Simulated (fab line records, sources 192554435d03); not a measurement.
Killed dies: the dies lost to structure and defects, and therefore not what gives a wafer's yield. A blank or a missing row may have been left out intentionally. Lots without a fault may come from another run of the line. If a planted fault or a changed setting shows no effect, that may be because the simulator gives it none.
The tool behind it: which one? + flow n5 finfet + 24 lots, 72 wafers sampled, at 6 steps of a route of 1938

== WHAT THE GAUGES READ, wafer by wafer ==
N5_BEOL_M11_OVL_MEAS_29. Usual: V10_OVL -0.4 nm, standard deviation 0.65.
| lot  | measured     | on         | V10_OVL (nm)   | flag |
|------|--------------|------------|----------------|------|
| L074 | day 10 13:34 | overlay-01 | 0.4 -0.7 0.1   |      |
| L075 | day 10 20:32 | overlay-02 | 0.6 0.7 0.5    |      |
| L076 | day 11 11:26 | overlay-01 | -1.7 -0.8 -0.9 |      |
| L080 | day 11 19:43 | overlay-01 | -0.8 -0.3 0.4  |      |
| L077 | day 11 19:33 | overlay-01 | -0.2 -0.6 -0.1 |      |
| L079 | day 11 19:53 | overlay-02 | -0.3 -0.1 -1.0 |      |
| L081 | day 12 01:01 | overlay-01 | -1.1 -1.3 -1.1 |      |
| L078 | day 12 02:26 | overlay-01 | -0.1 0.1 -0.7  |      |
| L082 | day 12 09:46 | overlay-02 | -0.5 0.2 0.2   |      |
| L083 | day 12 17:57 | overlay-02 | -0.2 -0.5 1.0  |      |
| L084 | day 13 01:34 | overlay-01 | 0.3 -1.2 0.1   |      |
| L085 | day 13 17:11 | overlay-01 | 0.8 0.3 0.6    |      |
| L087 | day 13 20:26 | overlay-02 | -0.9 -0.4 -0.8 |      |
| L086 | day 14 03:07 | overlay-02 | -0.9 0.4 -0.2  |      |
| L089 | day 14 03:04 | overlay-01 | -1.6 -0.3 -1.3 |      |
| L091 | day 14 07:20 | overlay-02 | -0.4 0.1 -0.1  |      |
| L090 | day 14 09:42 | overlay-02 | 0.1 -0.2 -0.8  |      |
| L088 | day 14 11:54 | overlay-02 | 0.0 0.3 -0.5   |      |
| L093 | day 14 17:01 | overlay-02 | -1.5 -0.4 -0.4 |      |
| L092 | day 15 14:22 | overlay-02 | -0.5 -0.9 0.5  |      |
| L094 | day 15 15:41 | overlay-02 | 0.7 -0.5 0.1   |      |
| L096 | day 16 11:52 | overlay-02 | 0.1 -1.0 -0.1  |      |
| L097 | day 16 14:19 | overlay-01 | -0.5 -0.9 -0.6 |      |
| L095 | day 16 14:16 | overlay-01 | -1.6 -1.0 -0.6 |      |

N5_BEOL_M13_OVL_MEAS_29. Usual: M13_OVL -3 nm, standard deviation 5.6.
| lot  | measured     | on         | M13_OVL (nm) | flag |
|------|--------------|------------|--------------|------|
| L074 | day 11 03:53 | overlay-01 | 0 2 3        |      |
| L075 | day 11 07:45 | overlay-02 | -2 -10 -10   |      |
| L076 | day 11 23:49 | overlay-02 | -5 -13 -5    |      |
| L080 | day 12 04:37 | overlay-01 | 9 -2 0       |      |
| L077 | day 12 15:23 | overlay-01 | -7 0 -3      |      |
| L079 | day 12 06:35 | overlay-01 | -8 -3 -4     |      |
| L081 | day 12 17:31 | overlay-01 | -12 -15 -13  |      |
| L078 | day 12 17:46 | overlay-02 | -7 -11 -8    |      |
| L082 | day 12 19:16 | overlay-02 | -5 -5 -9     |      |
| L083 | day 13 07:02 | overlay-01 | 1 5 7        |      |
| L084 | day 13 15:25 | overlay-01 | -9 -6 -1     |      |
| L085 | day 14 03:48 | overlay-02 | 5 -2 1       |      |
| L087 | day 14 06:49 | overlay-01 | 4 3 -5       |      |
| L086 | day 14 16:17 | overlay-02 | -10 -1 -3    |      |
| L089 | day 14 16:09 | overlay-02 | -6 1 2       |      |
| L091 | day 14 18:44 | overlay-01 | 3 -1 6       |      |
| L090 | day 14 19:40 | overlay-02 | -7 0 1       |      |
| L088 | day 14 23:10 | overlay-02 | -3 -10 -6    |      |
| L093 | day 15 05:14 | overlay-01 | -7 2 0       |      |
| L092 | day 16 02:37 | overlay-01 | -4 4 0       |      |
| L094 | day 16 01:07 | overlay-02 | -5 -9 -1     |      |
| L096 | day 16 21:36 | overlay-01 | -4 -4 -3     |      |
| L097 | day 17 02:44 | overlay-01 | -1 3 6       |      |
| L095 | day 17 03:22 | overlay-02 | -2 6 5       |      |

== EACH LOT AND THE TOOL THAT RAN IT (in order: tool; ch and the chambers of the sampled wafers; start) ==
| lot  | N5_BEOL_M10_ANNEAL_51            | N5_BEOL_M11_VIA_ETCH_34            | N5_BEOL_M11_SURFACE_TREAT_76 | N5_BEOL_M12_STRIP_37                 |
|------|----------------------------------|------------------------------------|------------------------------|--------------------------------------|
| L074 | rtp anneal-01 ch 0, day 10 08:35 | rie diel-03 ch 0,2,3, day 10 13:50 | pvd sputter-02, day 10 15:08 | plasma asher-01 ch 0,1, day 10 19:25 |
| L075 | rtp anneal-02 ch 0, day 10 15:03 | rie diel-02 ch 0,1,2, day 10 20:49 | pvd sputter-03, day 10 22:11 | plasma asher-02 ch 0,1, day 11 02:10 |
| L076 | rtp anneal-01 ch 0, day 11 04:07 | rie diel-02 ch 0,1,2, day 11 12:25 | pvd sputter-03, day 11 15:16 | plasma asher-02 ch 0, day 11 19:59   |
| L080 | rtp anneal-01 ch 0, day 11 12:37 | rie diel-03 ch 0,2,3, day 11 19:59 | pvd sputter-02, day 11 21:20 | plasma asher-02 ch 0,1, day 12 01:08 |
| L077 | rtp anneal-02 ch 0, day 11 12:44 | rie diel-02 ch 0,2,3, day 11 19:49 | pvd sputter-03, day 11 21:30 | plasma asher-01 ch 0,1, day 12 01:22 |
| L079 | rtp anneal-02 ch 0, day 11 13:14 | rie diel-01 ch 0,1,3, day 11 20:17 | pvd sputter-01, day 11 22:04 | plasma asher-01 ch 0,1, day 12 02:47 |
| L081 | rtp anneal-01 ch 0, day 11 15:41 | rie diel-03 ch 2,3, day 12 01:17   | pvd sputter-01, day 12 03:03 | plasma asher-01 ch 0,1, day 12 06:18 |
| L078 | rtp anneal-02 ch 0, day 11 22:26 | rie diel-03 ch 1,2,3, day 12 02:43 | pvd sputter-01, day 12 05:49 | plasma asher-02 ch 0,1, day 12 09:32 |
| L082 | rtp anneal-01 ch 0, day 12 02:39 | rie diel-02 ch 1,2,3, day 12 10:14 | pvd sputter-03, day 12 11:40 | plasma asher-01 ch 0,1, day 12 15:43 |
| L083 | rtp anneal-01 ch 0, day 12 12:49 | rie diel-02 ch 0,1,2, day 12 18:20 | pvd sputter-03, day 12 19:52 | plasma asher-01 ch 0,1, day 12 23:39 |
| L084 | rtp anneal-02 ch 0, day 12 20:04 | rie diel-01 ch 1,2,3, day 13 01:50 | pvd sputter-03, day 13 03:25 | plasma asher-01 ch 0,1, day 13 07:25 |
| L085 | rtp anneal-02 ch 0, day 13 13:26 | rie diel-03 ch 0,1,2, day 13 17:28 | pvd sputter-01, day 13 18:46 | plasma asher-02 ch 0,1, day 13 22:45 |
| L087 | rtp anneal-02 ch 0, day 13 14:26 | rie diel-03 ch 0,2,3, day 13 20:42 | pvd sputter-03, day 13 22:04 | plasma asher-01 ch 0,1, day 14 02:27 |
| L086 | rtp anneal-02 ch 0, day 13 21:31 | rie diel-03 ch 0,2,3, day 14 04:11 | pvd sputter-02, day 14 07:30 | plasma asher-02 ch 0,1, day 14 11:07 |
| L089 | rtp anneal-01 ch 0, day 13 23:31 | rie diel-01 ch 0,2,3, day 14 04:10 | pvd sputter-02, day 14 07:28 | plasma asher-01 ch 0,1, day 14 10:53 |
| L091 | rtp anneal-02 ch 0, day 14 02:14 | rie diel-03 ch 2,3, day 14 07:37   | pvd sputter-01, day 14 09:20 | plasma asher-02 ch 0,1, day 14 13:13 |
| L090 | rtp anneal-01 ch 0, day 14 05:35 | rie diel-02 ch 0,3, day 14 09:58   | pvd sputter-02, day 14 12:31 | plasma asher-02 ch 0,1, day 14 15:52 |
| L088 | rtp anneal-01 ch 0, day 14 07:21 | rie diel-03 ch 0,1,2, day 14 12:10 | pvd sputter-02, day 14 14:54 | plasma asher-01 ch 0,1, day 14 19:22 |
| L093 | rtp anneal-01 ch 0, day 14 13:13 | rie diel-02 ch 0,2,3, day 14 17:17 | pvd sputter-02, day 14 18:37 | plasma asher-02 ch 0,1, day 15 00:37 |
| L092 | rtp anneal-01 ch 0, day 15 02:46 | rie diel-03 ch 0,2,3, day 15 14:39 | pvd sputter-02, day 15 16:57 | plasma asher-01 ch 0,1, day 15 20:16 |
| L094 | rtp anneal-02 ch 0, day 15 09:23 | rie diel-02 ch 2,3, day 15 15:57   | pvd sputter-01, day 15 17:17 | plasma asher-01 ch 0, day 15 20:50   |
| L096 | rtp anneal-01 ch 0, day 16 05:40 | rie diel-01 ch 1,3, day 16 12:08   | pvd sputter-02, day 16 13:26 | plasma asher-02 ch 0, day 16 16:51   |
| L097 | rtp anneal-02 ch 0, day 16 10:09 | rie diel-02 ch 0,1,2, day 16 14:34 | pvd sputter-01, day 16 16:04 | plasma asher-01 ch 0,1, day 16 20:59 |
| L095 | rtp anneal-01 ch 0, day 16 10:13 | rie diel-03 ch 1,2,3, day 16 14:32 | pvd sputter-01, day 16 16:07 | plasma asher-01 ch 0,1, day 16 21:09 |
- N5_BEOL_M10_ANNEAL_51: time 90 s.
- N5_BEOL_M11_VIA_ETCH_34: etches SiCOH lowk in C4F6/O2, target depth 184.5 nm, time 69.2 s.
- N5_BEOL_M11_SURFACE_TREAT_76
- N5_BEOL_M12_STRIP_37: strips in N2/H2.

== AS READ BY THE TOOLS THEMSELVES (means over the sampled wafers that have a number; for cases with no such wafer, the mark the record gives instead) ==
N5_BEOL_M10_ANNEAL_51. Usual: wafer_temp_C_max 225.90, standard deviation 0.26.
| lot  | tool          | wafer_temp_C_max | flag |
|------|---------------|------------------|------|
| L074 | rtp anneal-01 | 225.67           |      |
| L075 | rtp anneal-02 | 225.90           |      |
| L076 | rtp anneal-01 | 225.86           |      |
| L080 | rtp anneal-01 | 225.75           |      |
| L077 | rtp anneal-02 | 225.87           |      |
| L079 | rtp anneal-02 | 225.73           |      |
| L081 | rtp anneal-01 | 225.91           |      |
| L078 | rtp anneal-02 | 225.98           |      |
| L082 | rtp anneal-01 | 225.65           |      |
| L083 | rtp anneal-01 | 225.70           |      |
| L084 | rtp anneal-02 | 225.65           |      |
| L085 | rtp anneal-02 | 225.97           |      |
| L087 | rtp anneal-02 | 225.94           |      |
| L086 | rtp anneal-02 | 226.04           |      |
| L089 | rtp anneal-01 | 226.20           |      |
| L091 | rtp anneal-02 | 226.00           |      |
| L090 | rtp anneal-01 | 225.94           |      |
| L088 | rtp anneal-01 | 225.94           |      |
| L093 | rtp anneal-01 | 226.13           |      |
| L092 | rtp anneal-01 | 225.73           |      |
| L094 | rtp anneal-02 | 225.68           |      |
| L096 | rtp anneal-01 | 226.00           |      |
| L097 | rtp anneal-02 | 225.88           |      |
| L095 | rtp anneal-01 | 225.86           |      |

N5_BEOL_M11_VIA_ETCH_34. Usual: chamber pressure mTorr 30.003 mTorr, standard deviation 0.026; drypump motor current A 5.6 A, standard deviation 0.5; oes product au 0.74 a.u., standard deviation 0.06; rf vpp V 664 V, standard deviation 14; showerhead plenum p Torr 2.88 Torr, standard deviation 0.11; throttle valve pct 21.07 %, standard deviation 0.22.
| lot  | tool        | chamber pressure mTorr (mTorr) | drypump motor current A (A) | oes product au (a.u.) | rf vpp V (V) | showerhead plenum p Torr (Torr) | throttle valve pct (%) | flag |
|------|-------------|--------------------------------|-----------------------------|-----------------------|--------------|---------------------------------|------------------------|------|
| L074 | rie diel-03 | 30.007                         | 5.9                         | 0.74                  | 670          | 2.92                            | 20.98                  |      |
| L075 | rie diel-02 | 30.018                         | 5.4                         | 0.73                  | 663          | 2.74                            | 21.07                  |      |
| L076 | rie diel-02 | 30.016                         | 5.4                         | 0.73                  | 664          | 2.74                            | 21.08                  |      |
| L080 | rie diel-03 | 30.028                         | 5.9                         | 0.73                  | 670          | 2.91                            | 20.99                  |      |
| L077 | rie diel-02 | 29.997                         | 5.7                         | 0.76                  | 664          | 2.83                            | 21.17                  |      |
| L079 | rie diel-01 | 29.998                         | 5.7                         | 0.75                  | 662          | 2.92                            | 21.09                  |      |
| L081 | rie diel-03 | 30.012                         | 6.0                         | 0.74                  | 683          | 2.95                            | 20.91                  |      |
| L078 | rie diel-03 | 30.015                         | 5.8                         | 0.73                  | 670          | 2.91                            | 21.00                  |      |
| L082 | rie diel-02 | 30.005                         | 5.5                         | 0.75                  | 663          | 2.79                            | 20.99                  |      |
| L083 | rie diel-02 | 29.993                         | 5.4                         | 0.71                  | 663          | 2.73                            | 21.10                  |      |
| L084 | rie diel-01 | 29.995                         | 5.3                         | 0.81                  | 659          | 2.94                            | 21.05                  |      |
| L085 | rie diel-03 | 30.008                         | 5.6                         | 0.70                  | 655          | 2.87                            | 21.10                  |      |
| L087 | rie diel-03 | 30.001                         | 5.8                         | 0.72                  | 671          | 2.91                            | 21.01                  |      |
| L086 | rie diel-03 | 29.981                         | 5.8                         | 0.71                  | 671          | 2.90                            | 21.01                  |      |
| L089 | rie diel-01 | 30.005                         | 5.4                         | 0.77                  | 657          | 2.92                            | 21.06                  |      |
| L091 | rie diel-03 | 29.982                         | 6.2                         | 0.72                  | 684          | 2.94                            | 20.86                  |      |
| L090 | rie diel-02 | 30.003                         | 5.4                         | 0.74                  | 663          | 2.89                            | 21.21                  |      |
| L088 | rie diel-03 | 30.003                         | 5.6                         | 0.71                  | 657          | 2.87                            | 21.11                  |      |
| L093 | rie diel-02 | 30.017                         | 5.7                         | 0.75                  | 663          | 2.82                            | 21.21                  |      |
| L092 | rie diel-03 | 29.990                         | 5.9                         | 0.71                  | 670          | 2.90                            | 21.03                  |      |
| L094 | rie diel-02 | 29.993                         | 5.8                         | 0.77                  | 664          | 2.87                            | 21.13                  |      |
| L096 | rie diel-01 | 29.982                         | 5.4                         | 0.75                  | 658          | 2.88                            | 21.20                  |      |
| L097 | rie diel-02 | 30.011                         | 5.4                         | 0.80                  | 666          | 2.83                            | 21.04                  |      |
| L095 | rie diel-03 | 30.015                         | 5.8                         | 0.70                  | 670          | 2.90                            | 21.05                  |      |

N5_BEOL_M11_SURFACE_TREAT_76. Usual: ar flow sccm 30.01 sccm, standard deviation 0.08.
| lot  | tool           | ar flow sccm (sccm) | flag |
|------|----------------|---------------------|------|
| L074 | pvd sputter-02 | 29.98               |      |
| L075 | pvd sputter-03 | 30.05               |      |
| L076 | pvd sputter-03 | 30.04               |      |
| L080 | pvd sputter-02 | 29.99               |      |
| L077 | pvd sputter-03 | 30.02               |      |
| L079 | pvd sputter-01 | 30.08               |      |
| L081 | pvd sputter-01 | 30.05               |      |
| L078 | pvd sputter-01 | 30.02               |      |
| L082 | pvd sputter-03 | 29.96               |      |
| L083 | pvd sputter-03 | 30.06               |      |
| L084 | pvd sputter-03 | 29.99               |      |
| L085 | pvd sputter-01 | 30.02               |      |
| L087 | pvd sputter-03 | 30.01               |      |
| L086 | pvd sputter-02 | 29.98               |      |
| L089 | pvd sputter-02 | 30.07               |      |
| L091 | pvd sputter-01 | 30.11               |      |
| L090 | pvd sputter-02 | 30.07               |      |
| L088 | pvd sputter-02 | 29.95               |      |
| L093 | pvd sputter-02 | 30.09               |      |
| L092 | pvd sputter-02 | 29.99               |      |
| L094 | pvd sputter-01 | 30.01               |      |
| L096 | pvd sputter-02 | 29.93               |      |
| L097 | pvd sputter-01 | 29.99               |      |
| L095 | pvd sputter-01 | 29.96               |      |

N5_BEOL_M12_STRIP_37. Usual: drypump motor current A 5.6 A, standard deviation 0.61; heater power w 339 W, standard deviation 54; oes product au 0.789 a.u., standard deviation 0.011.
| lot  | tool            | drypump motor current A (A) | heater power w (W) | oes product au (a.u.) | flag |
|------|-----------------|-----------------------------|--------------------|-----------------------|------|
| L074 | plasma asher-01 | 6.0                         | 292                | 0.783                 |      |
| L075 | plasma asher-02 | 5.2                         | 398                | 0.781                 |      |
| L076 | plasma asher-02 | 5.5                         | 341                | 0.792                 |      |
| L080 | plasma asher-02 | 5.4                         | 371                | 0.788                 |      |
| L077 | plasma asher-01 | 5.6                         | 322                | 0.790                 |      |
| L079 | plasma asher-01 | 6.0                         | 293                | 0.793                 |      |
| L081 | plasma asher-01 | 6.0                         | 296                | 0.789                 |      |
| L078 | plasma asher-02 | 5.2                         | 404                | 0.786                 |      |
| L082 | plasma asher-01 | 6.0                         | 296                | 0.784                 |      |
| L083 | plasma asher-01 | 6.0                         | 293                | 0.792                 |      |
| L084 | plasma asher-01 | 5.6                         | 316                | 0.796                 |      |
| L085 | plasma asher-02 | 5.4                         | 367                | 0.803                 |      |
| L087 | plasma asher-01 | 5.6                         | 321                | 0.804                 |      |
| L086 | plasma asher-02 | 5.3                         | 369                | 0.795                 |      |
| L089 | plasma asher-01 | 5.6                         | 320                | 0.794                 |      |
| L091 | plasma asher-02 | 5.2                         | 397                | 0.791                 |      |
| L090 | plasma asher-02 | 5.4                         | 372                | 0.781                 |      |
| L088 | plasma asher-01 | 5.5                         | 322                | 0.788                 |      |
| L093 | plasma asher-02 | 5.3                         | 365                | 0.783                 |      |
| L092 | plasma asher-01 | 6.0                         | 293                | 0.781                 |      |
| L094 | plasma asher-01 | 5.1                         | 336                | 0.791                 |      |
| L096 | plasma asher-02 | 5.5                         | 341                | 0.798                 |      |
| L097 | plasma asher-01 | 6.0                         | 289                | 0.790                 |      |
| L095 | plasma asher-01 | 5.5                         | 321                | 0.781                 |      |

== THE ANSWER, worked out from the rows above alone ==
Rule: lot off if the mean of its wafers having a number is beyond 3 standard deviations from the usual mean. A lot without any number at a reading at which 4 lots or more have one is off too. Any other lot the step has rows for is counted as sound. After the gauges, taken in route order, come the tools' own readings; for these a lot's mean is taken, as printed above. The first step at which some lot is off is used, and at that step the reading that is off furthest; a lot without a number counts as furthest.
No lot is off on any of the readings shown, so nothing can be concluded from this.

== WHAT THE SIMULATOR HAD PUT IN ==
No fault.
